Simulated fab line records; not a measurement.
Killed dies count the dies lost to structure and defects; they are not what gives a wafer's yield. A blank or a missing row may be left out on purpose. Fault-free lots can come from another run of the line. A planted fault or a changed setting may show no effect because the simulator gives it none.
Comparing a struck lot with a sound one	flow n5-finfet	13 steps out of a route of 1938
Sound: wafers L104.2, L104.3, L104.6. Struck: wafer L993.5; the same lot's L993.3 was not struck, so it is left out; see the end for the cause.
At each step with rows: each side's tool, then ch and its chambers, then its first start. Under that, the readings that differ: sound wafers	struck wafers	difference of the means	sigmas: that difference in standard deviations of wafers without a fault.
alike: readings with means less than 2 such deviations apart, plus words and numbers identical on both sides. not compared: withheld readings, readings lacking a value on some wafer, bounds such as >300 that could conceal the same value, and numbers that have no deviation in the record and whose values overlap.
A row with sigmas, a row that says differs or no value, or rows on one side alone: a step with any of these is where the two part. When numbers do not overlap yet have no deviation, they are printed without sigmas and do not part them. A reading missing from all wafers of one side parts the sides only when that side holds two or more wafers.

first, 2 steps without rows for these wafers: N5_BEOL_M9_PRECLEAN_42 (cleans in residue remover, time 60 s); N5_BEOL_M9_SRD_43 (time 30 s).
N5_BEOL_M9_CD_MEAS_35: target cd 70 nm, target cd y 40 nm.
  sound: cd-sem-01 at day 14 08:08; struck: cd-sem-01 at day 12 15:41
  alike: cd-nm
N5_BEOL_M9_CURE_72: cures SiCOH lowk, time 120 s.
  sound on uv-cure-02 ch 2, day 14 08:13; struck on uv-cure-01 ch 1, day 12 16:05
reading	sound	struck	difference	sigmas
wafer_temp_C_max	372.9 372.3 375.0	370.8	-2.6	-3
  alike: lamp-power-pct
then, 1 step without rows for these wafers: N5_BEOL_M9_DEGAS_44 (time 60 s).
N5_BEOL_M9_PRE_CLEAN_45: time 30 s.
  sound: pvd-sputter-03 at day 14 08:46; struck: pvd-sputter-02 at day 12 16:35
  alike: heater-power-w
N5_BEOL_M9_ALD_74: deposits TaN, target thk 2 nm, pulse time 2 s, purge time 3 s.
  sound on ald-metal-02 ch 0,1, day 14 08:55; struck on ald-metal-02 ch 2, day 12 16:47
  alike: heater-power-w
N5_BEOL_M9_SURFACE_TREAT_79:
  sound: pvd-sputter-02 at day 14 09:14; struck: pvd-sputter-01 at day 12 17:08
  not compared: throttle-valve-pct
then, 1 step without rows for these wafers: N5_BEOL_M9_CVD_78 (deposits Co from CCTBA/H2, target thk 2 nm, time 138.9 s).
N5_BEOL_M9_SPUTTER_48: material Cu, target thk 12 nm, time 2 s.
  sound: pvd-sputter-03 at day 14 09:46; struck: pvd-sputter-03 at day 12 17:22
  alike: throttle-valve-pct
then, 2 steps without rows for these wafers: N5_BEOL_M9_ECD_50 (material Cu, target thk 318 nm); N5_BEOL_M9_ANNEAL_51 (time 90 s).
N5_BEOL_M9_CMP_52: polishes, stops on SiCOH lowk, t overpolish 7 s, target thk 140 nm.
  sound on cmp-03 ch 1,3, day 14 11:16; struck on cmp-01 ch 0, day 12 18:00
reading	sound	struck	difference	sigmas
barrier-field-endpoint-s (s)	29.0 28.8 29.6	16.9	-12.2	-17
motor-current-A (A)	7.3 7.5 7.6	4.9	-2.6	-3
time-to-endpoint-s (s)	67.2 64.6 64.9	39.9	-25.7	-9
  alike: edge-zone-pressure-frac, overpolish-run-s

== WHERE THEY PART ==
Earliest at N5_BEOL_M9_CURE_72; latest, in this record, at N5_BEOL_M9_CMP_52.

WHY: the cause the simulator had injected
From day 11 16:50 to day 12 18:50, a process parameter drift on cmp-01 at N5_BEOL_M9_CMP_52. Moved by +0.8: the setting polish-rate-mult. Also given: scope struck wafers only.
